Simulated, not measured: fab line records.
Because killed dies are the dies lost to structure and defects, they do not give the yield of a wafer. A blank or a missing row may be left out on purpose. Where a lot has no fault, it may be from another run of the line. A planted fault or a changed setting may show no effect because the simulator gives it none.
Matching of chambers ; flow nand_harc ; NHARC_P_GATE_DEP_103 on pecvd-02 has 3 sister chambers
The step deposits SiON, target thk 30 nm. 3 wafers are shown with their chamber, then 7 later ones without.

== WAFERS, EACH WITH ITS CHAMBER ==
wafer;chamber;heater_power_w (W)
L091.6;2;764
L095.1;1;671
L095.4;0;697

== WAFERS WITHOUT THEIR CHAMBER ==
wafer;heater_power_w (W)
L095.5;727
L096.2;793
L096.3;830
L096.4;814
L097.1;700
L097.3;775
L097.6;809

== WHICH CHAMBER EACH ONE RAN IN ==
wafer;from the rows above;in truth
L095.5;can't be placed: 0 or 2 or 1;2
L096.2;can't be placed: 2 or 0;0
L096.3;can't be placed: 2 or 0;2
L096.4;can't be placed: 2 or 0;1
L097.1;can't be placed: 0 or 1 or 2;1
L097.3;can't be placed: 2 or 0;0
L097.6;can't be placed: 2 or 0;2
0 of 7 placed correctly. Not placeable from these rows: 7 (in 6, the candidates include the true chamber). Number placed wrongly: 0.
How it was worked out, from the rows above alone: a wafer's distance from a chamber is the root of the sum, over the readings, of the square of ((its reading less the chamber's mean) divided by the reading's scatter). The wafer belongs to the nearest chamber; if the next one is less than 2 further off, it can't be placed. The mean given for a chamber averages the wafers shown for that chamber. The scatter: with one shown wafer a chamber, the root of the mean of the squares of how far each hidden wafer lies from its nearest shown one.
